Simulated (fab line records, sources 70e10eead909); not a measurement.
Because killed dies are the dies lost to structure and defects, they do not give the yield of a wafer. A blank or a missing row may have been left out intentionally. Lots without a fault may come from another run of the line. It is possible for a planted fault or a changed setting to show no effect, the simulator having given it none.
fab line records ; flow nand_harc ; part 1 of 2: steps 1 to 4 of 6
[record] lots = 20; wafers = 60; last_day = 34
route steps=1302 shown A_STAIRCASE@869 A_SGD_CUT@919 A_SLIT@937
lots untouched by any fault: they come from a run of this same line in which no faults occurred
start_h: start of the lot's first displayed wafer, in hours after the record's first day ; wait_h: hours elapsed since this lot's preceding step ; " identical to the entry in the row above ; L1.1+2: a row that stands for several wafers ; - no value present, or no start provided ; * or withheld: withheld ; < > ~ a bound
route shown NAME@n: a module of which the file shows steps, and the number in the route of the first ; usual: the fault-free wafers' mean and standard deviation ; same: alike in all rows ; chamber/n: place in a boat ; sites: each site's reading ; _std_site: standard deviation across them ; _edge_site: mean of outer sites minus mean of inner sites ; radius_mm: for every site, how far away it sits from the centre of the wafer ; mask NAME#n: copy n ; behind: tool/chamber where the wafer was last shaped ; hold: reason for holding the lot/hours on hold/outcome of the hold ; device: transistor that didn't switch, given as n, p or np ; end of line: tests of these same wafers at the route's end ; where a step has no rows: the recipe by itself ; killed: at the first sort, the dies lost to defects and structure; wafer yield is something else ; map: a wafer's dies, marking killed ones x, the rest . and places with no die _
set.NAME: the run value of the setting; set.NAME@STEP: its run value at that earlier step ; model.NAME: the simulator's own value behind a step, which no gauge read
a sample of lots followed through the steps of the route, with each step as a table and each wafer as a row
services: the hour from which a tool's chamber was out of use, counted from the record's first day as start_h (under 0 if before that day), plus the number of hours and why
[[steps]]
[step NHARC_A_STAIRCASE_DESCUM_443]
[recipe] time_s = 3; o2_flow_sccm = 200; ar_flow_sccm = 0; bias_power_w = 0; chemistry = O2
[usual] drypump_motor_current_A = 6.0/0.38; oes_product_au = 1.001/0.0072; rf_vpp_V = 57.9/0.92; showerhead_plenum_p_Torr = 1.94/0.098; throttle_valve_pct = 11.311/0.0096
[same] bias_power_w = 0
lot.wafer;tool;chamber;start_h;wait_h;drypump_motor_current_A;oes_product_au;rf_hours_counter_h;rf_vpp_V;showerhead_plenum_p_Torr;throttle_valve_pct
L075.4;rie_diel-06;0;436.13;-;6.0;1.004;42;58.3;1.89;11.314
L075.2;rie_diel-06;1;436.13;-;6.4;0.998;38;59.3;2.06;11.306
L075.1;rie_diel-06;2;436.13;-;6.5;1.006;32;57.5;1.95;11.285
L076.3;rie_diel-04;3;436.18;-;5.4;1.014;21;58.9;2.07;11.312
L076.5;rie_diel-04;2;436.18;-;6.3;1.021;-;59.0;1.96;11.331
L076.6;rie_diel-04;3;436.18;-;5.4;1.006;-;58.2;2.07;11.313
L077.2;rie_diel-01;0;455.12;-;5.6;1.000;20;57.2;1.84;11.315
L077.3;rie_diel-01;1;455.12;-;5.4;0.994;22;57.8;1.86;11.303
L077.1;rie_diel-01;3;455.12;-;5.9;0.995;17;58.5;2.05;11.292
L078.4;rie_diel-01;1;467.94;-;5.4;0.999;28;57.5;1.86;11.317
L078.1;rie_diel-01;3;467.94;-;5.9;0.998;21;57.0;2.05;11.306
L078.5;rie_diel-01;2;467.94;-;6.1;0.998;-;57.6;2.07;11.307
L080.1;rie_diel-01;0;485.02;-;5.6;1.005;34;56.8;1.83;11.323
L080.4;rie_diel-01;1;485.02;-;5.4;1.005;35;58.4;1.86;11.320
L080.2;rie_diel-01;2;485.02;-;6.1;1.001;32;57.1;2.07;11.311
L079.4;rie_diel-04;2;485.31;-;6.3;0.988;42;58.2;1.96;11.312
L079.5;rie_diel-04;1;485.31;-;6.3;0.986;-;55.8;1.84;11.303
L079.6;rie_diel-04;2;485.31;-;6.3;1.004;-;58.2;1.96;11.306
L081.3;rie_diel-01;3;497.31;-;5.9;0.986;37;57.4;2.04;11.322
L081.2;rie_diel-01;0;497.31;-;5.6;0.999;40;58.5;1.83;11.304
L081.6;rie_diel-01;3;497.31;-;5.9;1.005;-;58.3;2.04;11.314
L082.2;rie_diel-04;0;497.47;-;6.2;0.998;39;56.0;1.81;11.304
L082.5;rie_diel-04;0;497.47;-;6.2;0.997;-;57.9;1.81;11.315
L082.6;rie_diel-04;1;497.47;-;6.3;0.991;-;59.1;1.84;11.275
L083.4;rie_diel-06;1;525.09;-;6.4;1.001;8;59.4;2.06;11.333
L083.2;rie_diel-06;2;525.09;-;6.4;1.013;8;57.5;1.94;11.323
L083.5;rie_diel-06;1;525.09;-;6.4;0.994;-;57.9;2.06;11.324
L085.3;rie_diel-04;3;525.25;-;5.4;1.002;49;56.7;2.06;11.320
L085.2;rie_diel-04;1;525.25;-;6.3;1.002;54;58.4;1.84;11.313
L085.4;rie_diel-04;2;525.25;-;6.3;1.012;55;57.6;1.95;11.301
L087.2;rie_diel-01;1;557.52;-;5.4;0.996;61;57.4;1.85;11.297
L087.3;rie_diel-01;2;557.52;-;6.1;0.993;63;58.4;2.06;11.311
L087.4;rie_diel-01;0;557.52;-;5.6;1.006;60;58.3;1.82;11.313
L086.2;rie_diel-06;3;557.68;-;6.5;0.994;14;57.3;2.02;11.322
L086.3;rie_diel-06;1;557.68;-;6.4;0.990;21;56.4;2.05;11.318
L086.5;rie_diel-06;0;557.68;-;6.0;0.997;-;58.2;1.88;11.304
L090.3;rie_diel-06;1;576.05;-;6.4;0.989;29;57.1;2.05;11.304
L090.2;rie_diel-06;2;576.05;-;6.5;0.999;25;59.2;1.94;11.317
L090.6;rie_diel-06;2;576.05;-;6.5;0.994;-;58.1;1.94;11.306
L091.4;rie_diel-04;0;609.59;-;6.2;1.013;22;57.2;1.80;11.314
L091.1;rie_diel-04;1;609.59;-;6.3;1.013;19;57.0;1.83;11.293
L091.3;rie_diel-04;3;609.59;-;5.4;1.008;22;58.6;2.05;11.299
L092.1;rie_diel-04;2;609.64;-;6.3;0.996;19;58.0;1.95;11.302
L092.6;rie_diel-04;2;609.64;-;6.3;1.008;-;58.6;1.95;11.305
L092.5;rie_diel-04;3;609.64;-;5.4;1.009;-;58.8;2.05;11.316
L093.1;rie_diel-01;2;619.19;-;6.1;1.002;17;58.3;2.05;11.319
L093.3;rie_diel-01;3;619.19;-;5.9;0.998;17;58.6;2.03;11.322
L093.5;rie_diel-01;1;619.19;-;5.4;0.996;-;57.0;1.84;11.304
L094.4;rie_diel-01;0;629.83;-;5.7;0.996;22;57.9;1.82;11.317
L094.3;rie_diel-01;1;629.83;-;5.4;1.006;24;56.7;1.84;11.309
L094.5;rie_diel-01;1;629.83;-;5.4;0.995;-;57.3;1.84;11.315
L096.4;rie_diel-06;2;647.96;-;6.5;1.004;45;58.9;1.93;11.310
L096.3;rie_diel-06;1;647.96;-;6.4;1.000;48;58.4;2.04;11.315
L096.5;rie_diel-06;2;647.96;-;6.5;1.004;-;59.8;1.93;11.305
L095.4;rie_diel-04;2;648.16;-;6.3;0.995;30;57.0;1.94;11.319
L095.1;rie_diel-04;3;648.16;-;5.5;1.004;38;59.3;2.05;11.311
L095.5;rie_diel-04;2;648.16;-;6.3;1.011;-;57.2;1.94;11.314
L097.4;rie_diel-06;3;656.56;-;6.5;1.010;43;56.6;2.01;11.306
L097.1;rie_diel-06;0;656.56;-;6.0;1.010;55;56.5;1.87;11.328
L097.5;rie_diel-06;2;656.56;-;6.5;1.023;-;56.8;1.93;11.317
[step NHARC_A_STAIRCASE_ETCHBACK_422]
[recipe] target_depth_a = 400; over_etch_frac = 0.3; time_s = 74.286; ion_energy_ev = 120; ch3f_flow_sccm = 50; o2_flow_sccm = 30; ar_flow_sccm = 200; rf_w = 500; bias_w = 100; chemistry = CH3F/O2
[usual] drypump_motor_current_A = 6.1/0.37; oes_product_au = 0.95/0.036; rf_vpp_V = 244.9/1.7; showerhead_plenum_p_Torr = 2.50/0.12; throttle_valve_pct = 20.664/0.0084
lot.wafer;tool;chamber;start_h;wait_h;drypump_motor_current_A;oes_product_au;rf_hours_counter_h;rf_vpp_V;showerhead_plenum_p_Torr;throttle_valve_pct
L076.3;rie_diel-01;2;442.04;0.2;6.1;0.94;-;247.2;2.65;20.666
L076.5;rie_diel-01;1;442.04;0.2;5.4;0.93;-;244.0;2.40;20.661
L076.6;rie_diel-01;2;442.04;0.2;6.1;0.94;-;246.5;2.65;20.661
L075.2;rie_diel-01;1;442.12;0.3;5.4;1.00;19;244.4;2.40;20.648
L075.1;rie_diel-01;2;442.12;0.3;6.1;1.02;20;247.5;2.65;20.652
L075.4;rie_diel-01;2;442.12;0.3;6.1;1.01;-;247.0;2.65;20.662
L077.3;rie_diel-06;3;460.95;0.1;6.5;0.93;47;245.2;2.60;20.688
L077.2;rie_diel-06;0;460.95;0.1;6.0;0.92;49;244.8;2.43;20.666
L077.1;rie_diel-06;1;460.95;0.1;6.4;0.93;47;248.3;2.64;20.669
L078.1;rie_diel-04;0;473.89;0.2;6.2;0.92;30;242.9;2.34;20.667
L078.4;rie_diel-04;3;473.89;0.2;5.5;0.92;30;246.4;2.65;20.665
L078.5;rie_diel-04;1;473.89;0.2;6.3;0.93;-;244.8;2.37;20.656
L080.4;rie_diel-04;2;490.92;0.2;6.3;0.93;44;245.3;2.51;20.672
L080.2;rie_diel-04;3;490.92;0.2;5.5;0.94;36;246.7;2.65;20.675
L080.1;rie_diel-04;0;490.92;0.2;6.2;0.93;37;243.3;2.33;20.645
L079.4;rie_diel-04;0;491.09;0.1;6.2;0.93;37;242.2;2.33;20.669
L079.6;rie_diel-04;0;491.09;0.1;6.2;0.92;-;242.4;2.33;20.679
L079.5;rie_diel-04;1;491.09;0.1;6.3;0.93;-;242.5;2.37;20.669
L081.2;rie_diel-04;3;503.14;0.1;5.5;0.93;42;247.6;2.64;20.669
L081.3;rie_diel-04;1;503.14;0.1;6.3;0.92;49;243.0;2.37;20.658
L081.6;rie_diel-04;3;503.14;0.1;5.5;0.92;-;247.0;2.64;20.662
L082.2;rie_diel-01;3;503.45;0.2;5.9;0.92;40;247.3;2.62;20.657
L082.6;rie_diel-01;3;503.45;0.2;5.9;0.94;-;247.4;2.62;20.672
L082.5;rie_diel-01;0;503.45;0.2;5.6;0.92;-;242.6;2.35;20.667
L083.2;rie_diel-06;1;531.07;0.1;6.4;1.00;13;246.1;2.63;20.661
L083.4;rie_diel-06;2;531.07;0.1;6.5;1.01;12;243.4;2.49;20.667
L083.5;rie_diel-06;0;531.07;0.1;6.0;1.01;-;244.5;2.42;20.657
L085.3;rie_diel-06;2;531.32;0.1;6.5;1.01;12;244.6;2.50;20.658
L085.4;rie_diel-06;3;531.32;0.1;6.5;0.99;13;246.1;2.59;20.664
L085.2;rie_diel-06;0;531.32;0.1;6.0;0.99;14;244.6;2.42;20.659
L087.4;rie_diel-06;1;563.41;0.1;6.4;0.93;25;246.6;2.63;20.674
L087.3;rie_diel-06;2;563.41;0.1;6.5;0.93;22;244.9;2.49;20.665
L087.2;rie_diel-06;0;563.41;0.1;6.0;0.93;27;244.3;2.42;20.670
L086.2;rie_diel-06;2;563.53;0.1;6.4;1.01;22;245.5;2.49;20.669
L086.3;rie_diel-06;3;563.53;0.1;6.5;0.99;16;247.4;2.59;20.668
L086.5;rie_diel-06;2;563.53;0.1;6.4;1.00;-;245.2;2.49;20.664
L090.2;rie_diel-04;3;581.89;0.2;5.5;1.01;15;246.3;2.63;20.663
L090.3;rie_diel-04;1;581.89;0.2;6.3;0.99;12;242.4;2.36;20.674
L090.6;rie_diel-04;3;581.89;0.2;5.5;1.00;-;247.1;2.63;20.668
L091.3;rie_diel-06;0;615.57;0.3;6.0;0.92;42;243.1;2.41;20.661
L091.1;rie_diel-06;2;615.57;0.3;6.4;0.93;39;244.6;2.48;20.658
L091.4;rie_diel-06;3;615.57;0.3;6.5;0.92;32;245.4;2.58;20.654
L092.1;rie_diel-06;3;618.28;0.1;6.5;0.92;33;245.8;2.58;20.673
L092.6;rie_diel-06;2;618.28;0.1;6.5;0.93;-;243.7;2.48;20.678
L092.5;rie_diel-06;3;618.28;0.1;6.5;0.92;-;246.5;2.58;20.669
L093.1;rie_diel-01;2;625.00;0.2;6.1;1.00;21;248.3;2.62;20.679
L093.3;rie_diel-01;0;625.00;0.2;5.7;0.99;21;242.7;2.34;20.655
L093.5;rie_diel-01;2;625.00;0.2;6.1;0.99;-;246.9;2.62;20.656
L094.3;rie_diel-01;2;635.63;0.1;6.1;1.00;25;246.0;2.62;20.656
L094.4;rie_diel-01;1;635.63;0.1;5.4;1.01;28;243.3;2.37;20.672
L094.5;rie_diel-01;2;635.63;0.1;6.1;1.00;-;247.1;2.62;20.661
L096.4;rie_diel-04;0;653.78;0.1;6.2;0.93;41;243.0;2.31;20.657
L096.3;rie_diel-04;3;653.78;0.1;5.5;0.94;42;245.0;2.62;20.644
L096.5;rie_diel-04;0;653.78;0.1;6.2;0.93;-;241.2;2.31;20.648
L095.1;rie_diel-01;0;653.98;0.1;5.6;0.93;32;243.7;2.33;20.664
L095.4;rie_diel-01;3;653.98;0.1;5.9;0.93;27;246.8;2.60;20.650
L095.5;rie_diel-01;0;653.98;0.1;5.7;0.93;-;242.6;2.33;20.656
L097.4;rie_diel-01;0;662.63;0.3;5.7;0.92;34;242.2;2.33;20.654
L097.1;rie_diel-01;2;662.63;0.3;6.1;0.93;33;247.5;2.62;20.659
L097.5;rie_diel-01;0;662.63;0.3;5.6;0.93;-;244.0;2.33;20.661
[step NHARC_A_STAIRCASE_ETCHBACK_157]
[recipe] target_depth_a = 900; over_etch_frac = 0.3; time_s = 167.14; ion_energy_ev = 120; ch3f_flow_sccm = 50; o2_flow_sccm = 30; ar_flow_sccm = 200; rf_w = 500; bias_w = 100; chemistry = CH3F/O2
[usual] drypump_motor_current_A = 6.0/0.37; oes_product_au = 0.97/0.032; rf_vpp_V = 245.0/1.8; showerhead_plenum_p_Torr = 2.49/0.12; throttle_valve_pct = 20.663/0.0081
lot.wafer;tool;chamber;start_h;wait_h;drypump_motor_current_A;oes_product_au;rf_hours_counter_h;rf_vpp_V;showerhead_plenum_p_Torr;throttle_valve_pct
L076.3;rie_diel-01;2;442.48;0.2;6.1;0.99;-;246.9;2.65;20.668
L076.6;rie_diel-01;2;442.48;0.2;6.1;0.99;-;247.2;2.65;20.666
L076.5;rie_diel-01;1;442.48;0.2;5.4;0.98;-;244.6;2.40;20.659
L075.1;rie_diel-04;3;442.56;0.1;5.5;0.93;25;248.8;2.65;20.661
L075.4;rie_diel-04;1;442.56;0.1;6.3;0.93;30;242.9;2.38;20.640
L075.2;rie_diel-04;2;442.56;0.1;6.3;0.92;31;245.4;2.52;20.676
L077.3;rie_diel-06;1;461.29;0.1;6.4;0.93;47;246.2;2.64;20.659
L077.1;rie_diel-06;2;461.29;0.1;6.4;0.95;43;246.0;2.50;20.669
L077.2;rie_diel-06;3;461.29;0.1;6.5;0.96;47;246.1;2.59;20.660
L078.1;rie_diel-04;2;474.25;0.1;6.3;0.94;40;245.1;2.51;20.674
L078.4;rie_diel-04;3;474.25;0.1;5.4;0.96;30;246.8;2.65;20.653
L078.5;rie_diel-04;3;474.25;0.1;5.4;0.95;-;245.0;2.65;20.657
L080.4;rie_diel-01;2;491.30;0.2;6.1;0.92;38;247.5;2.64;20.658
L080.2;rie_diel-01;0;491.30;0.2;5.7;0.93;37;243.3;2.36;20.681
L080.1;rie_diel-01;1;491.30;0.2;5.4;0.92;38;245.4;2.39;20.663
L079.4;rie_diel-04;0;491.47;0.2;6.2;0.97;38;242.4;2.33;20.664
L079.6;rie_diel-04;0;491.47;0.2;6.2;0.98;-;242.7;2.33;20.670
L079.5;rie_diel-04;1;491.47;0.2;6.3;0.98;-;243.6;2.37;20.669
L081.3;rie_diel-04;3;503.51;0.1;5.4;0.97;42;247.1;2.64;20.655
L081.2;rie_diel-04;0;503.51;0.1;6.2;0.98;44;243.8;2.33;20.674
L081.6;rie_diel-04;3;503.51;0.1;5.4;0.96;-;245.6;2.64;20.663
L082.2;rie_diel-06;1;503.96;0.2;6.4;1.00;4;247.0;2.64;20.674
L082.6;rie_diel-06;2;503.96;0.2;6.5;1.00;-;246.0;2.50;20.671
L082.5;rie_diel-06;3;503.96;0.2;6.5;0.99;-;245.6;2.59;20.667
L083.2;rie_diel-06;3;531.45;0.2;6.5;0.98;13;245.7;2.59;20.670
L083.4;rie_diel-06;0;531.45;0.2;5.9;1.00;14;246.4;2.42;20.659
L083.5;rie_diel-06;2;531.45;0.2;6.5;1.00;-;245.9;2.50;20.676
L085.4;rie_diel-06;3;531.68;0.2;6.5;0.99;13;244.2;2.59;20.666
L085.2;rie_diel-06;0;531.68;0.2;6.0;1.00;14;245.0;2.42;20.647
L085.3;rie_diel-06;2;531.68;0.2;6.5;0.99;12;244.9;2.49;20.660
L087.2;rie_diel-04;3;563.77;0.1;5.4;1.00;6;247.1;2.64;20.661
L087.4;rie_diel-04;0;563.77;0.1;6.2;1.01;6;241.5;2.32;20.651
L087.3;rie_diel-04;1;563.77;0.1;6.3;1.00;5;242.6;2.36;20.667
L086.2;rie_diel-04;3;563.89;0.1;5.4;1.00;6;245.9;2.64;20.661
L086.3;rie_diel-04;0;563.89;0.1;6.2;0.99;6;243.1;2.32;20.665
L086.5;rie_diel-04;3;563.89;0.1;5.5;1.00;-;247.8;2.64;20.659
L090.2;rie_diel-04;3;582.23;0.2;5.4;1.00;16;247.6;2.63;20.670
L090.3;rie_diel-04;1;582.23;0.2;6.3;1.00;12;241.7;2.36;20.665
L090.6;rie_diel-04;3;582.23;0.2;5.4;1.01;-;247.8;2.63;20.672
L091.4;rie_diel-01;0;615.95;0.2;5.7;1.01;18;242.7;2.34;20.667
L091.1;rie_diel-01;1;615.95;0.2;5.4;1.01;18;243.8;2.37;20.662
L091.3;rie_diel-01;2;615.95;0.2;6.1;1.00;16;247.1;2.63;20.650
L092.1;rie_diel-01;3;618.62;0.2;5.9;0.95;17;247.1;2.60;20.675
L092.5;rie_diel-01;3;618.62;0.2;5.9;0.95;-;246.9;2.60;20.675
L092.6;rie_diel-01;0;618.62;0.2;5.7;0.93;-;243.4;2.34;20.649
L093.1;rie_diel-01;2;625.38;0.1;6.1;1.01;22;245.2;2.62;20.662
L093.3;rie_diel-01;1;625.38;0.1;5.3;1.01;23;243.7;2.37;20.654
L093.5;rie_diel-01;0;625.38;0.1;5.7;1.01;-;242.2;2.34;20.653
L094.4;rie_diel-06;2;636.06;0.2;6.4;0.93;44;246.1;2.48;20.655
L094.3;rie_diel-06;3;636.06;0.2;6.5;0.92;38;246.3;2.58;20.660
L094.5;rie_diel-06;0;636.06;0.2;5.9;0.93;-;244.4;2.41;20.649
L096.4;rie_diel-04;2;654.14;0.2;6.3;0.93;32;243.5;2.49;20.662
L096.3;rie_diel-04;0;654.14;0.2;6.2;0.96;41;242.1;2.31;20.662
L096.5;rie_diel-04;2;654.14;0.2;6.3;0.93;-;244.3;2.49;20.663
L095.1;rie_diel-01;1;654.38;0.2;5.4;0.96;35;243.1;2.37;20.669
L095.4;rie_diel-01;2;654.38;0.2;6.1;0.95;31;246.5;2.62;20.653
L095.5;rie_diel-01;3;654.38;0.2;5.9;0.95;-;246.9;2.60;20.680
L097.1;rie_diel-04;2;663.29;0.5;6.3;0.93;36;244.9;2.49;20.660
L097.4;rie_diel-04;3;663.29;0.5;5.4;0.93;47;245.9;2.62;20.654
L097.5;rie_diel-04;2;663.29;0.5;6.3;0.92;-;244.6;2.49;20.660
[step NHARC_A_SGD_CUT_ETCHBACK_24]
[recipe] target_depth_a = 500; over_etch_frac = 0.3; time_s = 92.857; ion_energy_ev = 120; ch3f_flow_sccm = 50; o2_flow_sccm = 30; ar_flow_sccm = 200; rf_w = 500; bias_w = 100; chemistry = CH3F/O2
[usual] drypump_motor_current_A = 5.8/0.51; oes_product_au = 0.97/0.033; rf_vpp_V = 244.1/1.6; showerhead_plenum_p_Torr = 2.44/0.099; throttle_valve_pct = 20.664/0.0099
lot.wafer;tool;chamber;start_h;wait_h;drypump_motor_current_A;oes_product_au;rf_hours_counter_h;rf_vpp_V;showerhead_plenum_p_Torr;throttle_valve_pct
L075.4;rie_diel-07;0;450.78;0.1;5.3;0.93;13;242.3;2.43;20.653
L075.2;rie_diel-07;2;450.78;0.1;5.1;0.93;13;243.4;2.41;20.674
L075.1;rie_diel-07;3;450.78;0.1;5.4;0.91;12;246.5;2.57;20.671
L076.3;rie_diel-08;2;450.81;0.2;5.6;0.93;4;244.0;2.41;20.674
L076.5;rie_diel-08;0;450.81;0.2;6.4;0.93;-;242.1;2.33;20.644
L076.6;rie_diel-08;1;450.81;0.2;6.8;0.93;-;243.3;2.33;20.650
L077.3;rie_diel-08;1;469.46;0.1;6.7;0.95;4;242.2;2.33;20.657
L077.2;rie_diel-08;3;469.46;0.1;5.6;0.97;4;247.9;2.60;20.665
L077.1;rie_diel-08;0;469.46;0.1;6.3;0.97;4;242.9;2.33;20.667
L078.4;rie_diel-08;3;482.96;0.1;5.6;0.98;5;246.8;2.60;20.677
L078.1;rie_diel-08;2;482.96;0.1;5.6;1.00;6;243.4;2.41;20.664
L078.5;rie_diel-08;3;482.96;0.1;5.6;0.99;-;246.2;2.60;20.659
L080.1;rie_diel-03;3;502.51;0.1;5.4;0.94;3;243.0;2.37;20.656
L080.2;rie_diel-03;0;502.51;0.1;6.3;0.94;3;241.9;2.32;20.675
L080.4;rie_diel-03;1;502.51;0.1;6.1;0.95;2;245.2;2.61;20.658
L079.4;rie_diel-08;1;502.52;0.2;6.7;0.92;6;242.5;2.33;20.641
L079.5;rie_diel-08;3;502.52;0.2;5.6;0.91;-;245.6;2.60;20.676
L079.6;rie_diel-08;0;502.52;0.2;6.3;0.92;-;242.1;2.33;20.685
L081.3;rie_diel-07;3;514.37;0.1;5.5;0.92;3;246.6;2.56;20.667
L081.2;rie_diel-07;1;514.37;0.1;5.8;0.91;3;245.5;2.50;20.671
L081.6;rie_diel-07;3;514.37;0.1;5.5;0.92;-;245.5;2.56;20.660
L082.2;rie_diel-03;0;514.38;0.1;6.3;0.92;3;241.1;2.32;20.662
L082.6;rie_diel-03;0;514.38;0.1;6.3;0.93;-;242.1;2.32;20.673
L082.5;rie_diel-03;1;514.38;0.1;6.1;0.92;-;246.5;2.61;20.659
L083.2;rie_diel-08;1;539.20;0.2;6.7;0.99;8;242.8;2.33;20.658
L083.4;rie_diel-08;2;539.20;0.2;5.6;0.99;9;245.3;2.41;20.665
L083.5;rie_diel-08;1;539.20;0.2;6.7;1.00;-;242.0;2.33;20.669
L085.3;rie_diel-07;1;539.33;0.1;5.8;0.93;5;245.2;2.49;20.671
L085.2;rie_diel-07;0;539.33;0.1;5.3;0.93;5;244.8;2.42;20.666
L085.4;rie_diel-07;0;539.33;0.1;5.3;0.93;-;242.9;2.42;20.658
L087.2;rie_diel-08;3;572.27;0.1;5.6;0.98;1;247.1;2.59;20.658
L087.3;rie_diel-08;0;572.27;0.1;6.3;1.00;1;242.8;2.33;20.669
L087.4;rie_diel-08;1;572.27;0.1;6.7;0.99;1;243.6;2.33;20.654
L086.3;rie_diel-07;1;572.31;0.1;5.8;1.00;7;244.8;2.49;20.685
L086.2;rie_diel-07;0;572.31;0.1;5.3;1.00;8;244.5;2.42;20.670
L086.5;rie_diel-07;1;572.31;0.1;5.8;0.99;-;244.7;2.49;20.662
L090.3;rie_diel-08;0;590.19;0.2;6.3;0.95;1;242.9;2.33;20.665
L090.2;rie_diel-08;1;590.19;0.2;6.8;0.95;2;244.2;2.33;20.669
L090.6;rie_diel-08;2;590.19;0.2;5.6;0.96;-;244.5;2.41;20.666
L091.1;rie_diel-07;0;624.27;0.1;5.3;1.00;12;244.1;2.42;20.653
L091.4;rie_diel-07;2;624.27;0.1;5.1;1.00;11;243.3;2.41;20.681
L091.3;rie_diel-07;3;624.27;0.1;5.5;0.99;11;244.7;2.56;20.644
L092.1;rie_diel-08;2;624.28;0.2;5.6;0.99;4;243.1;2.40;20.672
L092.6;rie_diel-08;1;624.28;0.2;6.8;1.02;-;244.3;2.33;20.660
L092.5;rie_diel-08;2;624.28;0.2;5.6;1.00;-;244.0;2.40;20.667
L093.3;rie_diel-08;3;634.33;0.2;5.6;0.96;3;247.0;2.59;20.653
L093.1;rie_diel-08;2;634.33;0.2;5.6;0.97;4;243.9;2.40;20.660
L093.5;rie_diel-08;0;634.33;0.2;6.4;0.97;-;243.6;2.33;20.651
L094.4;rie_diel-08;0;644.14;0.2;6.3;1.00;4;242.3;2.33;20.664
L094.3;rie_diel-08;1;644.14;0.2;6.8;1.00;4;242.4;2.33;20.664
L094.5;rie_diel-08;3;644.14;0.2;5.6;1.00;-;247.1;2.59;20.670
L095.4;rie_diel-07;0;662.13;0.1;5.3;1.01;1;244.6;2.42;20.666
L095.1;rie_diel-07;1;662.13;0.1;5.9;0.99;0;243.4;2.49;20.666
L095.5;rie_diel-07;0;662.13;0.1;5.3;1.01;-;244.0;2.42;20.691
L096.3;rie_diel-08;3;662.13;0.2;5.6;0.98;6;246.8;2.59;20.667
L096.4;rie_diel-08;1;662.13;0.2;6.8;1.00;5;242.2;2.33;20.661
L096.5;rie_diel-08;3;662.13;0.2;5.6;1.00;-;247.1;2.59;20.659
L097.4;rie_diel-08;3;671.74;0.1;5.6;0.99;6;245.6;2.59;20.653
L097.1;rie_diel-08;2;671.74;0.1;5.6;1.00;6;245.2;2.40;20.660
L097.5;rie_diel-08;3;671.74;0.1;5.6;0.99;-;246.2;2.59;20.669
